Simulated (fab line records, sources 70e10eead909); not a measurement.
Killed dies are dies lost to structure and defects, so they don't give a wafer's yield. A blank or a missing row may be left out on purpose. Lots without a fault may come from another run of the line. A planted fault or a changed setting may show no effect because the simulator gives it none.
Which tool did it? | flow nand_harc | 12 lots, 36 wafers sampled, at 4 steps of a route of 1159

WHAT THE GAUGES READ, wafer by wafer
NHARC_A_BLC_OVL_MEAS_11.
lot  | measured     | on         | overlay_x_nm (nm) | overlay_y_nm (nm)
L445 | day 17 08:14 | overlay-02 | -0.4 -0.5 -0.2    | 1.1 0.8 1.0
L446 | day 17 12:56 | overlay-01 | 0.5 1.2 0.7       | -0.6 -0.5 -0.4
L449 | day 17 22:12 | overlay-01 | 1.2 0.7 0.8       | -0.4 -0.3 -0.8
L450 | day 18 22:32 | overlay-01 | 1.0 1.1 1.0       | -1.0 -1.4 -0.5
L457 | day 20 02:14 | overlay-02 | -1.1 -0.5 -0.3    | -0.4 0.5 -0.1
L456 | day 20 02:46 | overlay-01 | -0.1 0.0 0.1      | -1.3 -1.0 -1.0
L455 | day 20 19:57 | overlay-01 | 0.3 0.3 0.2       | -0.6 -0.2 -0.3
L459 | day 20 22:42 | overlay-02 | 7.3 6.8 7.1       | 0.0 1.3 0.1
L462 | day 21 15:01 | overlay-01 | 5.5 5.3 5.1       | 0.9 0.6 0.5
L463 | day 22 15:50 | overlay-02 | 7.4 7.6 8.2       | 0.9 1.2 1.5
L466 | day 22 23:04 | overlay-01 | 0.1 0.0 -0.4      | -1.0 -0.3 -0.1
L467 | day 22 23:02 | overlay-02 | -0.1 -0.7 -0.1    | -0.6 -1.0 -1.4

WHICH TOOL RAN EACH LOT (tool, then ch and the chambers of the sampled wafers, then the start)
lot  | NHARC_A_CONTACT_ETCH_137             | NHARC_A_CONTACT_CVD_19                   | NHARC_A_BLC_EXPOSE_07
L445 | har_cap_etch-03 ch 0,1, day 17 02:37 | cvd_w-01 ch 0,1, day 17 08:00 or earlier | arfi_scanner-03 ch 0, day 17 08:00
L446 | har_cap_etch-03 ch 0,1, day 17 05:05 | cvd_w-01 ch 0,1, day 17 12:42 or earlier | arfi_scanner-02 ch 0, day 17 12:42
L449 | har_cap_etch-02 ch 1, day 17 17:48   | cvd_w-01 ch 0,1, day 17 21:58 or earlier | arfi_scanner-03 ch 0, day 17 21:58
L450 | har_cap_etch-03 ch 0,1, day 18 18:35 | cvd_w-02 ch 0,1, day 18 22:19 or earlier | arfi_scanner-01 ch 0, day 18 22:19
L457 | har_cap_etch-01 ch 0,1, day 19 19:51 | cvd_w-02 ch 0,1, day 20 02:00 or earlier | arfi_scanner-01 ch 0, day 20 02:00
L456 | har_cap_etch-03 ch 0,1, day 19 20:41 | cvd_w-01 ch 0,1, day 20 02:32 or earlier | arfi_scanner-02 ch 0, day 20 02:32
L455 | har_cap_etch-03 ch 0,1, day 20 12:13 | cvd_w-01 ch 0,1, day 20 19:44 or earlier | arfi_scanner-02 ch 0, day 20 19:44
L459 | har_cap_etch-01 ch 0,1, day 20 18:13 | cvd_w-01 ch 0,1, day 20 22:28 or earlier | arfi_scanner-02 ch 0, day 20 22:28
L462 | har_cap_etch-02 ch 0,1, day 21 00:08 | cvd_w-02 ch 0,1, day 21 14:47 or earlier | arfi_scanner-02 ch 0, day 21 14:47
L463 | har_cap_etch-02 ch 0,1, day 22 11:27 | cvd_w-01 ch 0,1, day 22 15:37 or earlier | arfi_scanner-02 ch 0, day 22 15:37
L466 | har_cap_etch-03 ch 0,1, day 22 14:14 | cvd_w-01 ch 0,1, day 22 22:50 or earlier | arfi_scanner-03 ch 0, day 22 22:50
L467 | har_cap_etch-01 ch 0,1, day 22 15:28 | cvd_w-02 ch 0,1, day 22 22:49 or earlier | arfi_scanner-03 ch 0, day 22 22:49
- NHARC_A_CONTACT_ETCH_137: etches the open film in C4F8/O2/Ar, time 132 s, target depth 1287 nm.
- NHARC_A_CONTACT_CVD_19: deposits W, target thk 300 nm, time 802 s.
- NHARC_A_BLC_EXPOSE_07: exposes mask A BLC, target cd 100 nm.

WHAT THE TOOLS THEMSELVES READ (means of the sampled wafers that have a number; where no wafer has one, the mark that the record gives instead)
NHARC_A_CONTACT_CVD_19.
lot  | tool     | chamber_pressure_Torr (Torr) | heater_power_w (W) | mfc_ar_sccm (sccm) | susceptor_temp_C (C) | throttle_valve_pct (%)
L445 | cvd_w-01 | 39.83                        | 479                | 1564               | 300.15               | 7.87
L446 | cvd_w-01 | 40.03                        | 465                | 1563               | 299.88               | 7.87
L449 | cvd_w-01 | 40.06                        | 467                | 1555               | 299.91               | 7.88
L450 | cvd_w-02 | 40.14                        | 471                | 1554               | 299.92               | 7.72
L457 | cvd_w-02 | 40.06                        | 465                | 1557               | 299.97               | 7.72
L456 | cvd_w-01 | 39.98                        | 487                | 1566               | 300.19               | 7.94
L455 | cvd_w-01 | 40.03                        | 482                | 1561               | 300.01               | 7.80
L459 | cvd_w-01 | 40.02                        | 469                | 1557               | 300.03               | 7.95
L462 | cvd_w-02 | 39.99                        | 463                | 1558               | -                    | 7.83
L463 | cvd_w-01 | 40.03                        | 465                | 1556               | 300.12               | 7.69
L466 | cvd_w-01 | 40.02                        | 492                | 1562               | 299.79               | 7.95
L467 | cvd_w-02 | 39.97                        | 515                | 1565               | -                    | 7.90

THE ANSWER, worked out from the rows above alone
Rule: what is usual is taken from the lots themselves. Put in order of their means at a reading, lots are off if they are a third of the lots or fewer, leave a main group of 4 or more, and stand apart from it by a gap of 3 or more times the standard deviation of the main group's means; of several such gaps the widest counts. A main group whose means are all the same, to the digits that the tables above print for the reading, isn't used. A lot without any number at a reading at which 4 lots or more have one is off too. The other lots that the step has rows for count as sound. The gauges are gone through in route order, then the tools' own readings, and for those a lot's mean is taken as printed above. The first step at which some lot is off is used, and at that step the reading that is off furthest; a lot without a number counts as furthest.
Off: L459, L462, L463, at NHARC_A_BLC_OVL_MEAS_11 (overlay_x_nm). The main group: mean 0.2 nm, standard deviation 0.57.
A tool fits if, at a process step before that reading, it ran every lot that is off, and no sound lot after the first of them. The gauges at NHARC_A_BLC_OVL_MEAS_11 are tried like those tools. NHARC_A_CONTACT_CVD_19 gives no start for some lots, so the hours and the order of its lots are those of NHARC_A_BLC_EXPOSE_07. One fits: arfi_scanner-02 at NHARC_A_BLC_EXPOSE_07. Its last sound lot is L455 (day 20 19:44), its first lot that is off L459 (day 20 22:28): a fault that began between those two fits.

WHAT THE SIMULATOR HAD PUT IN
Scanner matching overlay: arfi_scanner-02, from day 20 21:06 on, at NHARC_A_BLC_EXPOSE_07. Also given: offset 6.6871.
Lots struck among those shown: L459, L462, L463. The rule above found the same.
